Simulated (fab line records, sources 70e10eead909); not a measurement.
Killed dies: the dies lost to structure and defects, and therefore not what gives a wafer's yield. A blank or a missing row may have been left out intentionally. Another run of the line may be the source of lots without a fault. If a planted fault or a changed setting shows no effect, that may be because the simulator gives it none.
The tool behind it: which one? / flow nand-harc / 42 wafers from 14 lots sampled at 4 of the route's 1302 steps

WHAT THE GAUGES SHOWED, per wafer
The record holds no reading of a measuring or inspecting step that can be judged against a usual standard deviation.

TOOL THAT RAN EACH LOT (tool first, then ch and the chambers of the sampled wafers, then the start)
lot=L491; NHARC_A_CHANNEL_HOLE_D1_ETCH_39=rie-diel-07 ch 0,1,2, day 8 15:52 or earlier; NHARC_A_CHANNEL_HOLE_D1_ETCH_24=har-etch-02 ch 0,1, day 8 15:52; NHARC_A_CHANNEL_HOLE_D1_ETCH_33=har-etch-02 ch 0,1, day 8 17:36; NHARC_A_CHANNEL_HOLE_D1_ETCH_44=rie-diel-03 ch 0,2,3, day 8 18:49
lot=L492; NHARC_A_CHANNEL_HOLE_D1_ETCH_39=rie-diel-03 ch 0,1,3, day 9 15:49 or earlier; NHARC_A_CHANNEL_HOLE_D1_ETCH_24=har-etch-02 ch 0,1, day 9 15:49; NHARC_A_CHANNEL_HOLE_D1_ETCH_33=har-etch-02 ch 0,1, day 9 17:28; NHARC_A_CHANNEL_HOLE_D1_ETCH_44=rie-diel-03 ch 1,2,3, day 9 18:08
lot=L493; NHARC_A_CHANNEL_HOLE_D1_ETCH_39=rie-diel-03 ch 0,2,3, day 9 19:43 or earlier; NHARC_A_CHANNEL_HOLE_D1_ETCH_24=har-etch-02 ch 0,1, day 9 19:43; NHARC_A_CHANNEL_HOLE_D1_ETCH_33=har-etch-02 ch 0,1, day 9 21:34; NHARC_A_CHANNEL_HOLE_D1_ETCH_44=rie-diel-01 ch 0,2,3, day 9 22:21
lot=L496; NHARC_A_CHANNEL_HOLE_D1_ETCH_39=rie-diel-01 ch 1,2, day 10 15:20 or earlier; NHARC_A_CHANNEL_HOLE_D1_ETCH_24=har-etch-01 ch 1, day 10 15:20; NHARC_A_CHANNEL_HOLE_D1_ETCH_33=har-etch-01 ch 1, day 10 17:11; NHARC_A_CHANNEL_HOLE_D1_ETCH_44=rie-diel-07 ch 0,1,2, day 10 17:58
lot=L499; NHARC_A_CHANNEL_HOLE_D1_ETCH_39=rie-diel-03 ch 1,2,3, day 12 07:38 or earlier; NHARC_A_CHANNEL_HOLE_D1_ETCH_24=har-etch-01 ch 0,1, day 12 07:38; NHARC_A_CHANNEL_HOLE_D1_ETCH_33=har-etch-01 ch 0,1, day 12 09:24; NHARC_A_CHANNEL_HOLE_D1_ETCH_44=rie-diel-03 ch 1,2, day 12 10:10
lot=L500; NHARC_A_CHANNEL_HOLE_D1_ETCH_39=rie-diel-01 ch 0,2,3, day 12 08:26 or earlier; NHARC_A_CHANNEL_HOLE_D1_ETCH_24=har-etch-02 ch 0,1, day 12 08:26; NHARC_A_CHANNEL_HOLE_D1_ETCH_33=har-etch-02 ch 0,1, day 12 10:16; NHARC_A_CHANNEL_HOLE_D1_ETCH_44=rie-diel-03 ch 2,3, day 12 11:02
lot=L502; NHARC_A_CHANNEL_HOLE_D1_ETCH_39=rie-diel-07 ch 0,2,3, day 13 05:25 or earlier; NHARC_A_CHANNEL_HOLE_D1_ETCH_24=har-etch-02 ch 0,1, day 13 05:25; NHARC_A_CHANNEL_HOLE_D1_ETCH_33=har-etch-02 ch 0,1, day 13 07:09; NHARC_A_CHANNEL_HOLE_D1_ETCH_44=rie-diel-03 ch 0,1, day 13 07:55
lot=L501; NHARC_A_CHANNEL_HOLE_D1_ETCH_39=rie-diel-03 ch 1,2, day 13 02:53; NHARC_A_CHANNEL_HOLE_D1_ETCH_24=har-etch-01 ch 0,1, day 13 09:47; NHARC_A_CHANNEL_HOLE_D1_ETCH_33=har-etch-01 ch 0,1, day 13 11:33; NHARC_A_CHANNEL_HOLE_D1_ETCH_44=rie-diel-03 ch 0,2, day 13 12:19
lot=L508; NHARC_A_CHANNEL_HOLE_D1_ETCH_39=rie-diel-07 ch 2,3, day 15 16:01 or earlier; NHARC_A_CHANNEL_HOLE_D1_ETCH_24=har-etch-02 ch 0,1, day 15 16:01; NHARC_A_CHANNEL_HOLE_D1_ETCH_33=har-etch-02 ch 0,1, day 15 17:47; NHARC_A_CHANNEL_HOLE_D1_ETCH_44=rie-diel-01 ch 1,2,3, day 15 18:40
lot=L509; NHARC_A_CHANNEL_HOLE_D1_ETCH_39=rie-diel-07 ch 0,1,3, day 16 16:17 or earlier; NHARC_A_CHANNEL_HOLE_D1_ETCH_24=har-etch-01 ch 0,1, day 16 16:17; NHARC_A_CHANNEL_HOLE_D1_ETCH_33=har-etch-01 ch 0,1, day 16 17:56; NHARC_A_CHANNEL_HOLE_D1_ETCH_44=rie-diel-03 ch 1,2, day 16 18:37
lot=L511; NHARC_A_CHANNEL_HOLE_D1_ETCH_39=rie-diel-07 ch 1,2,3, day 17 15:37 or earlier; NHARC_A_CHANNEL_HOLE_D1_ETCH_24=har-etch-01 ch 0,1, day 17 15:37; NHARC_A_CHANNEL_HOLE_D1_ETCH_33=har-etch-01 ch 0,1, day 17 17:28; NHARC_A_CHANNEL_HOLE_D1_ETCH_44=rie-diel-03 ch 0,1,3, day 17 18:13
lot=L512; NHARC_A_CHANNEL_HOLE_D1_ETCH_39=rie-diel-03 ch 0,2,3, day 17 19:46 or earlier; NHARC_A_CHANNEL_HOLE_D1_ETCH_24=har-etch-01 ch 0,1, day 17 19:46; NHARC_A_CHANNEL_HOLE_D1_ETCH_33=har-etch-01 ch 0,1, day 17 21:37; NHARC_A_CHANNEL_HOLE_D1_ETCH_44=rie-diel-07 ch 0,2, day 17 22:29
lot=L513; NHARC_A_CHANNEL_HOLE_D1_ETCH_39=rie-diel-01 ch 2,3, day 17 21:07 or earlier; NHARC_A_CHANNEL_HOLE_D1_ETCH_24=har-etch-02 ch 0,1, day 17 21:07; NHARC_A_CHANNEL_HOLE_D1_ETCH_33=har-etch-02 ch 0,1, day 17 22:52; NHARC_A_CHANNEL_HOLE_D1_ETCH_44=rie-diel-03 ch 0,1,3, day 17 23:36
lot=L514; NHARC_A_CHANNEL_HOLE_D1_ETCH_39=rie-diel-03 ch 0,1, day 18 05:56 or earlier; NHARC_A_CHANNEL_HOLE_D1_ETCH_24=har-etch-01 ch 0,1, day 18 05:56; NHARC_A_CHANNEL_HOLE_D1_ETCH_33=har-etch-01 ch 0,1, day 18 07:43; NHARC_A_CHANNEL_HOLE_D1_ETCH_44=rie-diel-03 ch 0,1,3, day 18 08:27
- NHARC_A_CHANNEL_HOLE_D1_ETCH_39: etches the open film in N2/H2, target depth 260 nm, time 325 s.
- NHARC_A_CHANNEL_HOLE_D1_ETCH_24: etches the open film in C4F8/O2/Ar, time 906.2 s, target depth 1500 nm.
- NHARC_A_CHANNEL_HOLE_D1_ETCH_33: etches the open film in C4F8/O2/Ar, time 90 s, target depth 400 nm.
- NHARC_A_CHANNEL_HOLE_D1_ETCH_44: etches the open film in CF4/O2, target depth 140 nm, overetch 14 nm, time 77 s.

WHAT THE TOOLS THEMSELVES READ (means of the sampled wafers that have a number; where no wafer has one, the mark that the record gives instead)
NHARC_A_CHANNEL_HOLE_D1_ETCH_39. Usual: drypump-motor-current-A 5.8 A (standard deviation 0.49); oes-product-au 1.003 a.u. (standard deviation 0.0084); rf-fwd-power-W 399.2 W (standard deviation 1.3); rf-vpp-V 430.6 V (standard deviation 2.5); run-length-s 346.2 s (standard deviation 0.39); showerhead-plenum-p-Torr 2.04 Torr (standard deviation 0.086); throttle-valve-pct 14.173 % (standard deviation 0.0081).
lot=L491; tool=rie-diel-07; drypump-motor-current-A (A)=6.2; oes-product-au (a.u.)=0.999; rf-fwd-power-W (W)=398.6; rf-vpp-V (V)=431.0; run-length-s (s)=346.1; showerhead-plenum-p-Torr (Torr)=2.06; throttle-valve-pct (%)=14.174; flag=
lot=L492; tool=rie-diel-03; drypump-motor-current-A (A)=5.9; oes-product-au (a.u.)=1.004; rf-fwd-power-W (W)=398.5; rf-vpp-V (V)=428.6; run-length-s (s)=346.3; showerhead-plenum-p-Torr (Torr)=1.98; throttle-valve-pct (%)=14.164; flag=
lot=L493; tool=rie-diel-03; drypump-motor-current-A (A)=6.0; oes-product-au (a.u.)=1.001; rf-fwd-power-W (W)=398.4; rf-vpp-V (V)=430.0; run-length-s (s)=346.3; showerhead-plenum-p-Torr (Torr)=2.03; throttle-valve-pct (%)=14.172; flag=
lot=L496; tool=rie-diel-01; drypump-motor-current-A (A)=5.1; oes-product-au (a.u.)=1.000; rf-fwd-power-W (W)=398.5; rf-vpp-V (V)=428.9; run-length-s (s)=345.7; showerhead-plenum-p-Torr (Torr)=1.95; throttle-valve-pct (%)=14.174; flag=
lot=L499; tool=rie-diel-03; drypump-motor-current-A (A)=6.1; oes-product-au (a.u.)=1.008; rf-fwd-power-W (W)=399.9; rf-vpp-V (V)=430.9; run-length-s (s)=346.2; showerhead-plenum-p-Torr (Torr)=2.03; throttle-valve-pct (%)=14.167; flag=
lot=L500; tool=rie-diel-01; drypump-motor-current-A (A)=5.3; oes-product-au (a.u.)=1.007; rf-fwd-power-W (W)=398.9; rf-vpp-V (V)=431.3; run-length-s (s)=346.1; showerhead-plenum-p-Torr (Torr)=2.07; throttle-valve-pct (%)=14.173; flag=
lot=L502; tool=rie-diel-07; drypump-motor-current-A (A)=6.1; oes-product-au (a.u.)=1.011; rf-fwd-power-W (W)=399.0; rf-vpp-V (V)=430.3; run-length-s (s)=346.4; showerhead-plenum-p-Torr (Torr)=2.06; throttle-valve-pct (%)=14.174; flag=
lot=L501; tool=rie-diel-03; drypump-motor-current-A (A)=6.1; oes-product-au (a.u.)=0.998; rf-fwd-power-W (W)=399.3; rf-vpp-V (V)=432.4; run-length-s (s)=346.1; showerhead-plenum-p-Torr (Torr)=2.12; throttle-valve-pct (%)=14.168; flag=
lot=L508; tool=rie-diel-07; drypump-motor-current-A (A)=5.8; oes-product-au (a.u.)=1.005; rf-fwd-power-W (W)=399.7; rf-vpp-V (V)=431.9; run-length-s (s)=346.3; showerhead-plenum-p-Torr (Torr)=2.08; throttle-valve-pct (%)=14.182; flag=
lot=L509; tool=rie-diel-07; drypump-motor-current-A (A)=5.7; oes-product-au (a.u.)=1.009; rf-fwd-power-W (W)=398.1; rf-vpp-V (V)=430.8; run-length-s (s)=346.2; showerhead-plenum-p-Torr (Torr)=2.04; throttle-valve-pct (%)=14.169; flag=
lot=L511; tool=rie-diel-07; drypump-motor-current-A (A)=5.9; oes-product-au (a.u.)=1.008; rf-fwd-power-W (W)=399.4; rf-vpp-V (V)=430.9; run-length-s (s)=346.1; showerhead-plenum-p-Torr (Torr)=2.07; throttle-valve-pct (%)=14.163; flag=
lot=L512; tool=rie-diel-03; drypump-motor-current-A (A)=6.0; oes-product-au (a.u.)=0.999; rf-fwd-power-W (W)=399.5; rf-vpp-V (V)=430.1; run-length-s (s)=346.2; showerhead-plenum-p-Torr (Torr)=2.02; throttle-valve-pct (%)=14.183; flag=
lot=L513; tool=rie-diel-01; drypump-motor-current-A (A)=5.1; oes-product-au (a.u.)=1.005; rf-fwd-power-W (W)=399.9; rf-vpp-V (V)=432.5; run-length-s (s)=345.9; showerhead-plenum-p-Torr (Torr)=2.10; throttle-valve-pct (%)=14.177; flag=
lot=L514; tool=rie-diel-03; drypump-motor-current-A (A)=5.7; oes-product-au (a.u.)=0.998; rf-fwd-power-W (W)=398.2; rf-vpp-V (V)=429.5; run-length-s (s)=346.2; showerhead-plenum-p-Torr (Torr)=2.00; throttle-valve-pct (%)=14.170; flag=

NHARC_A_CHANNEL_HOLE_D1_ETCH_24. Usual: c4f8-flow-sccm 93.82 sccm, standard deviation 0.25; drypump-motor-current-A 5.7 A, standard deviation 0.54; showerhead-plenum-p-Torr 3.66 Torr, standard deviation 0.045; throttle-valve-pct 32.236 %, standard deviation 0.0093.
lot=L491; tool=har-etch-02; c4f8-flow-sccm (sccm)=93.83; drypump-motor-current-A (A)=5.9; showerhead-plenum-p-Torr (Torr)=3.74; throttle-valve-pct (%)=32.233; flag=
lot=L492; tool=har-etch-02; c4f8-flow-sccm (sccm)=94.13; drypump-motor-current-A (A)=5.5; showerhead-plenum-p-Torr (Torr)=3.71; throttle-valve-pct (%)=32.248; flag=
lot=L493; tool=har-etch-02; c4f8-flow-sccm (sccm)=93.84; drypump-motor-current-A (A)=5.9; showerhead-plenum-p-Torr (Torr)=3.74; throttle-valve-pct (%)=32.241; flag=
lot=L496; tool=har-etch-01; c4f8-flow-sccm (sccm)=94.01; drypump-motor-current-A (A)=5.2; showerhead-plenum-p-Torr (Torr)=3.67; throttle-valve-pct (%)=32.239; flag=
lot=L499; tool=har-etch-01; c4f8-flow-sccm (sccm)=93.77; drypump-motor-current-A (A)=5.8; showerhead-plenum-p-Torr (Torr)=3.65; throttle-valve-pct (%)=32.232; flag=
lot=L500; tool=har-etch-02; c4f8-flow-sccm (sccm)=93.75; drypump-motor-current-A (A)=5.5; showerhead-plenum-p-Torr (Torr)=3.69; throttle-valve-pct (%)=32.235; flag=
lot=L502; tool=har-etch-02; c4f8-flow-sccm (sccm)=93.93; drypump-motor-current-A (A)=5.5; showerhead-plenum-p-Torr (Torr)=3.68; throttle-valve-pct (%)=32.244; flag=
lot=L501; tool=har-etch-01; c4f8-flow-sccm (sccm)=93.91; drypump-motor-current-A (A)=5.5; showerhead-plenum-p-Torr (Torr)=3.64; throttle-valve-pct (%)=32.238; flag=
lot=L508; tool=har-etch-02; c4f8-flow-sccm (sccm)=93.82; drypump-motor-current-A (A)=5.5; showerhead-plenum-p-Torr (Torr)=3.66; throttle-valve-pct (%)=32.235; flag=
lot=L509; tool=har-etch-01; c4f8-flow-sccm (sccm)=93.76; drypump-motor-current-A (A)=5.8; showerhead-plenum-p-Torr (Torr)=3.62; throttle-valve-pct (%)=32.234; flag=
lot=L511; tool=har-etch-01; c4f8-flow-sccm (sccm)=93.67; drypump-motor-current-A (A)=5.8; showerhead-plenum-p-Torr (Torr)=3.61; throttle-valve-pct (%)=32.237; flag=
lot=L512; tool=har-etch-01; c4f8-flow-sccm (sccm)=93.97; drypump-motor-current-A (A)=5.8; showerhead-plenum-p-Torr (Torr)=3.61; throttle-valve-pct (%)=32.239; flag=
lot=L513; tool=har-etch-02; c4f8-flow-sccm (sccm)=93.90; drypump-motor-current-A (A)=5.9; showerhead-plenum-p-Torr (Torr)=3.68; throttle-valve-pct (%)=32.228; flag=
lot=L514; tool=har-etch-01; c4f8-flow-sccm (sccm)=93.88; drypump-motor-current-A (A)=5.5; showerhead-plenum-p-Torr (Torr)=3.61; throttle-valve-pct (%)=32.234; flag=

NHARC_A_CHANNEL_HOLE_D1_ETCH_33. Usual: c4f8-flow-sccm 41.69 sccm, standard deviation 0.13; drypump-motor-current-A 5.7 A, standard deviation 0.54; rf-fwd-power-W 1987 W, standard deviation 6.9; run-length-s 121.20 s, standard deviation 0.29; showerhead-plenum-p-Torr 3.71 Torr, standard deviation 0.046; throttle-valve-pct 27.620 %, standard deviation 0.0089.
lot=L491; tool=har-etch-02; c4f8-flow-sccm (sccm)=41.69; drypump-motor-current-A (A)=5.9; rf-fwd-power-W (W)=1987; run-length-s (s)=121.08; showerhead-plenum-p-Torr (Torr)=3.79; throttle-valve-pct (%)=27.623; flag=
lot=L492; tool=har-etch-02; c4f8-flow-sccm (sccm)=41.62; drypump-motor-current-A (A)=5.5; rf-fwd-power-W (W)=1989; run-length-s (s)=120.99; showerhead-plenum-p-Torr (Torr)=3.76; throttle-valve-pct (%)=27.621; flag=
lot=L493; tool=har-etch-02; c4f8-flow-sccm (sccm)=41.61; drypump-motor-current-A (A)=5.9; rf-fwd-power-W (W)=1989; run-length-s (s)=121.26; showerhead-plenum-p-Torr (Torr)=3.78; throttle-valve-pct (%)=27.622; flag=
lot=L496; tool=har-etch-01; c4f8-flow-sccm (sccm)=41.73; drypump-motor-current-A (A)=5.2; rf-fwd-power-W (W)=1984; run-length-s (s)=121.41; showerhead-plenum-p-Torr (Torr)=3.71; throttle-valve-pct (%)=27.622; flag=
lot=L499; tool=har-etch-01; c4f8-flow-sccm (sccm)=41.58; drypump-motor-current-A (A)=5.8; rf-fwd-power-W (W)=1984; run-length-s (s)=121.52; showerhead-plenum-p-Torr (Torr)=3.69; throttle-valve-pct (%)=27.622; flag=
lot=L500; tool=har-etch-02; c4f8-flow-sccm (sccm)=41.77; drypump-motor-current-A (A)=5.5; rf-fwd-power-W (W)=1984; run-length-s (s)=121.18; showerhead-plenum-p-Torr (Torr)=3.73; throttle-valve-pct (%)=27.622; flag=
lot=L502; tool=har-etch-02; c4f8-flow-sccm (sccm)=41.73; drypump-motor-current-A (A)=5.5; rf-fwd-power-W (W)=1990; run-length-s (s)=121.33; showerhead-plenum-p-Torr (Torr)=3.73; throttle-valve-pct (%)=27.621; flag=
lot=L501; tool=har-etch-01; c4f8-flow-sccm (sccm)=41.81; drypump-motor-current-A (A)=5.4; rf-fwd-power-W (W)=1985; run-length-s (s)=121.36; showerhead-plenum-p-Torr (Torr)=3.68; throttle-valve-pct (%)=27.622; flag=
lot=L508; tool=har-etch-02; c4f8-flow-sccm (sccm)=41.69; drypump-motor-current-A (A)=5.5; rf-fwd-power-W (W)=1989; run-length-s (s)=121.02; showerhead-plenum-p-Torr (Torr)=3.71; throttle-valve-pct (%)=27.619; flag=
lot=L509; tool=har-etch-01; c4f8-flow-sccm (sccm)=41.74; drypump-motor-current-A (A)=5.8; rf-fwd-power-W (W)=1983; run-length-s (s)=121.21; showerhead-plenum-p-Torr (Torr)=3.66; throttle-valve-pct (%)=27.627; flag=
lot=L511; tool=har-etch-01; c4f8-flow-sccm (sccm)=41.76; drypump-motor-current-A (A)=5.8; rf-fwd-power-W (W)=1978; run-length-s (s)=121.35; showerhead-plenum-p-Torr (Torr)=3.65; throttle-valve-pct (%)=27.618; flag=
lot=L512; tool=har-etch-01; c4f8-flow-sccm (sccm)=41.82; drypump-motor-current-A (A)=5.8; rf-fwd-power-W (W)=1987; run-length-s (s)=121.14; showerhead-plenum-p-Torr (Torr)=3.65; throttle-valve-pct (%)=27.614; flag=
lot=L513; tool=har-etch-02; c4f8-flow-sccm (sccm)=41.60; drypump-motor-current-A (A)=5.8; rf-fwd-power-W (W)=1990; run-length-s (s)=121.10; showerhead-plenum-p-Torr (Torr)=3.72; throttle-valve-pct (%)=27.622; flag=
lot=L514; tool=har-etch-01; c4f8-flow-sccm (sccm)=41.66; drypump-motor-current-A (A)=5.5; rf-fwd-power-W (W)=1984; run-length-s (s)=121.27; showerhead-plenum-p-Torr (Torr)=3.65; throttle-valve-pct (%)=27.611; flag=

NHARC_A_CHANNEL_HOLE_D1_ETCH_44. Usual: drypump-motor-current-A 5.9 A (standard deviation 0.39); oes-product-au 1.002 a.u. (standard deviation 0.0085); rf-fwd-power-W 297.8 W (standard deviation 1.2); rf-vpp-V 197.7 V (standard deviation 1.4); run-length-s 98.2 s (standard deviation 0.32); showerhead-plenum-p-Torr 1.33 Torr (standard deviation 0.058); throttle-valve-pct 13.396 % (standard deviation 0.0091).
lot=L491; tool=rie-diel-03; drypump-motor-current-A (A)=6.0; oes-product-au (a.u.)=1.001; rf-fwd-power-W (W)=298.0; rf-vpp-V (V)=197.4; run-length-s (s)=98.1; showerhead-plenum-p-Torr (Torr)=1.33; throttle-valve-pct (%)=13.383; flag=
lot=L492; tool=rie-diel-03; drypump-motor-current-A (A)=6.1; oes-product-au (a.u.)=1.002; rf-fwd-power-W (W)=297.2; rf-vpp-V (V)=197.2; run-length-s (s)=98.2; showerhead-plenum-p-Torr (Torr)=1.33; throttle-valve-pct (%)=13.389; flag=
lot=L493; tool=rie-diel-01; drypump-motor-current-A (A)=5.3; oes-product-au (a.u.)=0.997; rf-fwd-power-W (W)=297.7; rf-vpp-V (V)=198.7; run-length-s (s)=98.3; showerhead-plenum-p-Torr (Torr)=1.36; throttle-valve-pct (%)=13.398; flag=
lot=L496; tool=rie-diel-07; drypump-motor-current-A (A)=6.2; oes-product-au (a.u.)=1.010; rf-fwd-power-W (W)=297.0; rf-vpp-V (V)=198.5; run-length-s (s)=98.1; showerhead-plenum-p-Torr (Torr)=1.34; throttle-valve-pct (%)=13.397; flag=
lot=L499; tool=rie-diel-03; drypump-motor-current-A (A)=6.0; oes-product-au (a.u.)=1.006; rf-fwd-power-W (W)=298.1; rf-vpp-V (V)=198.7; run-length-s (s)=98.4; showerhead-plenum-p-Torr (Torr)=1.36; throttle-valve-pct (%)=13.397; flag=
lot=L500; tool=rie-diel-03; drypump-motor-current-A (A)=6.2; oes-product-au (a.u.)=1.016; rf-fwd-power-W (W)=298.4; rf-vpp-V (V)=196.9; run-length-s (s)=98.0; showerhead-plenum-p-Torr (Torr)=1.31; throttle-valve-pct (%)=13.398; flag=
lot=L502; tool=rie-diel-03; drypump-motor-current-A (A)=5.7; oes-product-au (a.u.)=0.990; rf-fwd-power-W (W)=298.5; rf-vpp-V (V)=197.2; run-length-s (s)=96.0; showerhead-plenum-p-Torr (Torr)=1.32; throttle-valve-pct (%)=13.398; flag=OFF
lot=L501; tool=rie-diel-03; drypump-motor-current-A (A)=5.8; oes-product-au (a.u.)=1.014; rf-fwd-power-W (W)=299.0; rf-vpp-V (V)=197.7; run-length-s (s)=93.0; showerhead-plenum-p-Torr (Torr)=1.34; throttle-valve-pct (%)=13.396; flag=OFF
lot=L508; tool=rie-diel-01; drypump-motor-current-A (A)=5.1; oes-product-au (a.u.)=0.989; rf-fwd-power-W (W)=297.6; rf-vpp-V (V)=197.4; run-length-s (s)=97.7; showerhead-plenum-p-Torr (Torr)=1.33; throttle-valve-pct (%)=13.394; flag=
lot=L509; tool=rie-diel-03; drypump-motor-current-A (A)=6.0; oes-product-au (a.u.)=0.994; rf-fwd-power-W (W)=298.7; rf-vpp-V (V)=198.4; run-length-s (s)=98.6; showerhead-plenum-p-Torr (Torr)=1.35; throttle-valve-pct (%)=13.396; flag=
lot=L511; tool=rie-diel-03; drypump-motor-current-A (A)=5.9; oes-product-au (a.u.)=0.999; rf-fwd-power-W (W)=297.8; rf-vpp-V (V)=196.1; run-length-s (s)=98.2; showerhead-plenum-p-Torr (Torr)=1.29; throttle-valve-pct (%)=13.408; flag=
lot=L512; tool=rie-diel-07; drypump-motor-current-A (A)=6.5; oes-product-au (a.u.)=1.004; rf-fwd-power-W (W)=297.9; rf-vpp-V (V)=197.7; run-length-s (s)=98.6; showerhead-plenum-p-Torr (Torr)=1.34; throttle-valve-pct (%)=13.391; flag=
lot=L513; tool=rie-diel-03; drypump-motor-current-A (A)=5.9; oes-product-au (a.u.)=1.003; rf-fwd-power-W (W)=298.3; rf-vpp-V (V)=196.3; run-length-s (s)=98.1; showerhead-plenum-p-Torr (Torr)=1.29; throttle-valve-pct (%)=13.398; flag=
lot=L514; tool=rie-diel-03; drypump-motor-current-A (A)=5.9; oes-product-au (a.u.)=0.999; rf-fwd-power-W (W)=298.3; rf-vpp-V (V)=197.1; run-length-s (s)=98.2; showerhead-plenum-p-Torr (Torr)=1.29; throttle-valve-pct (%)=13.398; flag=

THE ANSWER, worked out from the rows above alone
Rule: lot off if the mean of its wafers having a number is beyond 3 standard deviations from the usual mean. Also off: a lot with no number at a reading for which 4 or more lots have one. Any other lot the step has rows for is counted as sound. Order of review: gauges by route order, followed by the tools' own readings, for which a lot's mean as printed above is used. The first step at which some lot is off is used, and at that step the reading that is off furthest; a lot without a number counts as furthest.
Off, at NHARC_A_CHANNEL_HOLE_D1_ETCH_44 on run-length-s: L502, L501.
A tool fits if, at that step or a process step before it, it ran every lot that is off, and no sound lot after the first of them. Because NHARC_A_CHANNEL_HOLE_D1_ETCH_39 lacks a start for some lots, the hours and order of its lots are taken from NHARC_A_CHANNEL_HOLE_D1_ETCH_24. Of those tried, none fits.

WHAT WAS PUT IN BY THE SIMULATOR
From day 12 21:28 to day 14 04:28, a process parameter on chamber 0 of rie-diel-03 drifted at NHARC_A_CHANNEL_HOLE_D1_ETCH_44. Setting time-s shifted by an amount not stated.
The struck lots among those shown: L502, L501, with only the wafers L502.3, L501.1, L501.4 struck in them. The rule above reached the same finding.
